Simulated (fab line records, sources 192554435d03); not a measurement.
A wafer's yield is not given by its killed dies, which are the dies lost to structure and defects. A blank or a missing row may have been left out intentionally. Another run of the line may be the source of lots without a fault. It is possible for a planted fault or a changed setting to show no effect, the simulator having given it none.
Lot-split experiment + flow n5 finfet + route with 1938 steps; 7 lots, 39 wafers read

## ON THE SPLIT
At N5_DUMMY_GATE_ETCH_32 (etches SiO2 in CF4, target depth 3.5 nm, time 3.9 s), the setting time s was moved away from the recipe's 3.9 s on 12 of the 39 wafers read, by -18.0% to +17.2%. This setting was run at the recipe's value on the other wafers.

The split's own step is where the reading is taken.

## THE READING
etch.depth nm (the simulator's own value, which no gauge read), in nm, at N5_DUMMY_GATE_ETCH_32 (etches SiO2 in CF4, target depth 3.5 nm, time 3.9 s). The file does not state a usual value for it. The 27 wafers here that ran the recipe average 3.534 nm, standard deviation 0.084 nm.

| wafer  | tool, chamber at the split | time s as run, s | against the recipe | etch.depth nm, nm | against lot-mates on the recipe |
|--------|----------------------------|------------------|--------------------|-------------------|---------------------------------|
| L075.1 | rie si-05, 0               | 4.253            | +9.1%              | 3.981             | +0.424                          |
| L075.2 | rie si-05, 1               | 4.253            | +9.1%              | 3.902             | +0.345                          |
| L075.3 | rie si-05, 3               | 3.9              | recipe             | 3.595             | -                               |
| L075.4 | rie si-05, 2               | 3.9              | recipe             | 3.537             | -                               |
| L075.5 | rie si-05, 1               | 3.9              | recipe             | 3.538             | -                               |
| L075.6 | rie si-05, 0               | 4.253            | +9.1%              | 3.984             | +0.427                          |
| L077.1 | rie si-02, 1               | 3.9              | recipe             | 3.37              | -                               |
| L077.2 | rie si-02, 3               | 3.9              | recipe             | 3.554             | -                               |
| L077.3 | rie si-02, 0               | 3.9              | recipe             | 3.409             | -                               |
| L077.4 | rie si-02, 2               | 3.9              | recipe             | 3.385             | -                               |
| L077.5 | rie si-02, 0               | 3.9              | recipe             | 3.415             | -                               |
| L077.6 | rie si-02, 3               | 3.9              | recipe             | 3.549             | -                               |
| L078.1 | rie si-05, 0               | 3.9              | recipe             | 3.668             | -                               |
| L078.2 | rie si-05, 3               | 3.9              | recipe             | 3.603             | -                               |
| L078.3 | rie si-05, 2               | 3.9              | recipe             | 3.542             | -                               |
| L078.4 | rie si-05, 1               | 3.9              | recipe             | 3.548             | -                               |
| L078.5 | rie si-05, 0               | 3.9              | recipe             | 3.653             | -                               |
| L078.6 | rie si-05, 3               | 3.9              | recipe             | 3.557             | -                               |
| L081.1 | rie si-05, 2               | 4.474            | +14.7%             | 4.067             | +0.485                          |
| L081.2 | rie si-05, 3               | 3.9              | recipe             | 3.566             | -                               |
| L081.3 | rie si-05, 0               | 3.9              | recipe             | 3.647             | -                               |
| L081.4 | rie si-05, 1               | 3.9              | recipe             | 3.533             | -                               |
| L081.5 | rie si-05, 3               | 4.474            | +14.7%             | 4.09              | +0.508                          |
| L081.6 | rie si-05, 2               | 4.474            | +14.7%             | 4.052             | +0.470                          |
| L087.1 | rie si-04, 3               | 3.9              | recipe             | 3.569             | -                               |
| L087.2 | rie si-04, 2               | 3.197            | -18.0%             | 2.764             | -0.759                          |
| L087.3 | rie si-04, 1               | 3.9              | recipe             | 3.43              | -                               |
| L087.4 | rie si-04, 0               | 3.9              | recipe             | 3.57              | -                               |
| L087.5 | rie si-04, 1               | 3.197            | -18.0%             | 2.824             | -0.699                          |
| L087.6 | rie si-04, 2               | 3.197            | -18.0%             | 2.769             | -0.754                          |
| L088.1 | rie si-02, 2               | 4.57             | +17.2%             | 4.025             | +0.552                          |
| L088.2 | rie si-02, 1               | 3.9              | recipe             | 3.424             | -                               |
| L088.3 | rie si-02, 0               | 3.9              | recipe             | 3.412             | -                               |
| L088.4 | rie si-02, 3               | 3.9              | recipe             | 3.582             | -                               |
| L088.5 | rie si-02, 2               | 4.57             | +17.2%             | 4.037             | +0.564                          |
| L088.6 | rie si-02, 3               | 4.57             | +17.2%             | 4.211             | +0.738                          |
| L089.4 | rie si-05, 0               | 3.9              | recipe             | 3.628             | -                               |
| L089.5 | rie si-05, 3               | 3.9              | recipe             | 3.603             | -                               |
| L089.6 | rie si-05, 2               | 3.9              | recipe             | 3.519             | -                               |

FIT RESULTS
A straight line over all 39 wafers: etch.depth nm changes by +0.0381 nm for each +1% of time s; r = +0.97; the points scatter about the line by 0.086 nm.
The same after taking each lot's own level away (the mean of its wafers on the recipe; 39 wafers): +0.038 nm for each +1%; r = +0.98; scatter 0.065 nm.
That fit puts the effect of the largest move of time s on the reading at 0.68 nm.
Across the lots, their own levels run from 3.4470 to 3.5952 nm, a range of 1.8 times the standard deviation given above.
Hence the lot-to-lot level has little effect on the slope; both slopes agree.
Check: with one of the wafers moved furthest among these (-18.0%) left out of the fit, the line predicts -0.678 nm for it against its lot-mates. Against them it came out at -0.759 nm.

## THE OTHER SPLITS THESE WAFERS WENT THROUGH
Before the reading, these wafers also passed through other splits. Each is held against what the fit with the lots' levels taken away leaves over:
| other split on the same wafers       | wafers away from the commonest value | r with etch.depth nm (lot level and that fit taken away) |
|--------------------------------------|--------------------------------------|----------------------------------------------------------|
| N5_FIN_CUT_ETCH_21 bias w            | 9                                    | +0.19                                                    |
| N5_DUMMY_GATE_ETCH_31 target depth a | 15                                   | -0.18                                                    |

## THE FILE'S OWN FIT
etch.depth nm changes by +0.0378 nm for each +1% of time s, r = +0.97.
